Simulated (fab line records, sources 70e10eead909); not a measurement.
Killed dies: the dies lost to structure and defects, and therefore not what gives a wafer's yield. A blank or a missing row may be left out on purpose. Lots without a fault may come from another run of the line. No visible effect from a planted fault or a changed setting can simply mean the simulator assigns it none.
Chamber matching ; flow nand_harc ; cmp-04 running NHARC_A_STAIRCASE_CMP_450: 4 sister chambers
The step polishes SiO2, target thk 200 nm. 8 wafers are shown with their chamber, then 8 later ones without.

WAFERS WITH THEIR CHAMBER
wafer;chamber;motor_current_A (A)
L080.4;1;12.6
L081.2;1;13.7
L081.3;3;11.8
L081.4;2;12.0
L084.2;0;12.9
L084.3;3;12.0
L084.6;0;12.5
L086.3;2;12.0

WAFERS MISSING THEIR CHAMBER
wafer;motor_current_A (A)
L086.5;13.2
L086.6;12.6
L087.1;12.5
L087.5;12.8
L087.6;13.5
L091.2;11.8
L091.4;12.8
L091.5;12.9

CHAMBER TAKEN BY EACH
wafer;from the rows above;in truth
L086.5;can't be placed: 1 or 0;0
L086.6;can't be placed: 0 or 1 or 2 or 3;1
L087.1;can't be placed: 0 or 2 or 3 or 1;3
L087.5;can't be placed: 0 or 1 or 2 or 3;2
L087.6;can't be placed: 1 or 0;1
L091.2;can't be placed: 3 or 2 or 0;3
L091.4;can't be placed: 0 or 1 or 2 or 3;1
L091.5;can't be placed: 0 or 1 or 2 or 3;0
Correct placement for 0 of the 8. Can't be placed from these rows: 8 (the true chamber is among the candidates in 8). 0 placed wrongly.
How it was worked out, from the rows above alone: a wafer's distance from a chamber is the root of the sum, over the readings, of the square of ((its reading less the chamber's mean) divided by the reading's scatter). The wafer belongs to the nearest chamber; if the next one is less than 2 further off, it can't be placed. A chamber's mean is the mean of its shown wafers. The scatter: the root of (the sum of the squares of (reading less its chamber's mean) over the shown wafers, divided by (wafers less chambers)).
